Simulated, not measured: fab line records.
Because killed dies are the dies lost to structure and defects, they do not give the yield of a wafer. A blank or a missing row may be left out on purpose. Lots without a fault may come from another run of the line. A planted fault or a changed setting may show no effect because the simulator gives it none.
Shared-tool check || flow nand_harc || 1 lot, 3 wafers sampled

WHY THIS WAS OPENED
At NHARC_END_SORT_01 the reading killed_at_periphery is flagged on 1 of 1 lot. No-fault wafers: 3.0, standard deviation 2.3.
Rule: flag the lot when none of its wafers has a number, or when each of its wafers that has one lies beyond 4 standard deviations from that mean. All remaining lots are regarded as sound.

{"lot": "L977", "measured": "day 26 23:06", "on": "prober-02", "killed_at_periphery, wafer by wafer": "661 655 652", "flag": "FLAGGED"}
Averaged over the flagged lots the numbers come to 656.0, +653.0 from the usual (+99 or more standard deviations).

TOOL THAT RAN EACH LOT
The record holds 2 process steps before the reading, out of a route of 1159 steps. Each cell gives the tool, then ch followed by the chambers the sampled wafers passed through, then the start.
{"lot": "L977", "flag": "FLAGGED", "NHARC_P_ZERO_WELL_ETCH_62": "rie_diel-10 ch 2,3, day 4 08:28 or earlier", "NHARC_P_ZERO_WELL_EXPOSE_21": "krf_scanner-01 ch 0, day 4 08:28"}
These steps, and what they do:
- NHARC_P_ZERO_WELL_ETCH_62: etches the open film in CHF3/Ar, target depth 13 nm, time 6.5 s.
- NHARC_P_ZERO_WELL_EXPOSE_21: exposes mask P NWELL, target cd 720 nm.
- NHARC_END_SORT_01

FLAGGED OVER TOTAL, TOOL BY TOOL (the gauges that took the reading come last)
{"step": "NHARC_P_ZERO_WELL_ETCH_62", "tool": "rie_diel-10", "lots run": 1, "flagged": 1, "share of the flagged lots": "all", "sound lots run after its first flagged lot": 0}
{"step": "NHARC_P_ZERO_WELL_EXPOSE_21", "tool": "krf_scanner-01", "lots run": 1, "flagged": 1, "share of the flagged lots": "all", "sound lots run after its first flagged lot": 0}
{"step": "NHARC_END_SORT_01", "tool": "prober-02", "lots run": 1, "flagged": 1, "share of the flagged lots": "all", "sound lots run after its first flagged lot": 0}
With no start given for some of its lots, NHARC_P_ZERO_WELL_ETCH_62 uses the hours and lot order of NHARC_P_ZERO_WELL_EXPOSE_21.

WHAT THE TABLE PERMITS
3 rows of the table ran every flagged lot: rie_diel-10 at NHARC_P_ZERO_WELL_ETCH_62, krf_scanner-01 at NHARC_P_ZERO_WELL_EXPOSE_21, prober-02 at NHARC_END_SORT_01.
- rie_diel-10 at NHARC_P_ZERO_WELL_ETCH_62: 1 of its 1 lot flagged. With no sound lot run before its first flagged lot in this sample, there is nothing to narrow down the start.
- krf_scanner-01 at NHARC_P_ZERO_WELL_EXPOSE_21: 1 of its 1 lot flagged. With no sound lot run before its first flagged lot in this sample, there is nothing to narrow down the start.
- prober-02 at NHARC_END_SORT_01: 1 of its 1 lot flagged. With no sound lot run before its first flagged lot in this sample, there is nothing to narrow down the start.
A lot count leaves these 3 tools indistinguishable: every one of them fits a fault beginning at some hour. More lots, or a look at what each step does to the wafer, might.

WHAT THE SIMULATOR PUT IN
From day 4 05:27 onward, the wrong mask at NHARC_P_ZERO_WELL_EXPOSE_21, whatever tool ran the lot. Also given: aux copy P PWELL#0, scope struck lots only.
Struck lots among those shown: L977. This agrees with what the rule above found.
